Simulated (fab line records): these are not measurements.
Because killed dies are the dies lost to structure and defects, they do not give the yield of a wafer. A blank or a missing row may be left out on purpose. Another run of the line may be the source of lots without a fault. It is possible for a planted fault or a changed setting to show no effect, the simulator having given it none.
Matching of chambers    flow nandHarc    NHARC_A_CONTACT_ALD_18 on aldMetal-03: 4 sister chambers
The step deposits TiN, target thk 3 nm, pulse time 1 s, ald cycles 150. 4 wafers are shown with their chamber, then 8 later ones without.

## WAFERS WITH THEIR CHAMBER
wafer   chamber  heaterPowerW (W)
L084.3  0        1336
L087.2  1        1032
L087.6  3        1047
L090.1  2        1002

## WAFERS MISSING THEIR CHAMBER
wafer   heaterPowerW (W)
L090.5  1031
L090.6  1305
L096.2  1051
L096.4  1324
L096.5  935
L097.1  926
L097.2  1311
L097.3  1033

## CHAMBER TAKEN BY EACH
wafer   from the rows above           in truth
L090.5  can't be placed: 1 or 3 or 2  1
L090.6  0                             0
L096.2  can't be placed: 3 or 1 or 2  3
L096.4  0                             0
L096.5  can't be placed: 2 or 1 or 3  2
L097.1  can't be placed: 2 or 1 or 3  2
L097.2  0                             0
L097.3  can't be placed: 1 or 3 or 2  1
3 of 8 placed correctly. Not placeable from these rows: 5 (in 5, the candidates include the true chamber). Number placed wrongly: 0.
How it was worked out, from the rows above alone: a wafer's distance from a chamber is the root of the sum, over the readings, of the square of ((its reading less the chamber's mean) divided by the reading's scatter). If the next closest chamber is less than 2 further off than the closest, the wafer can't be placed; otherwise it belongs to the closest. Each chamber's mean is taken over the wafers shown for it. The scatter: with one shown wafer a chamber, the root of the mean of the squares of how far each hidden wafer lies from its nearest shown one.
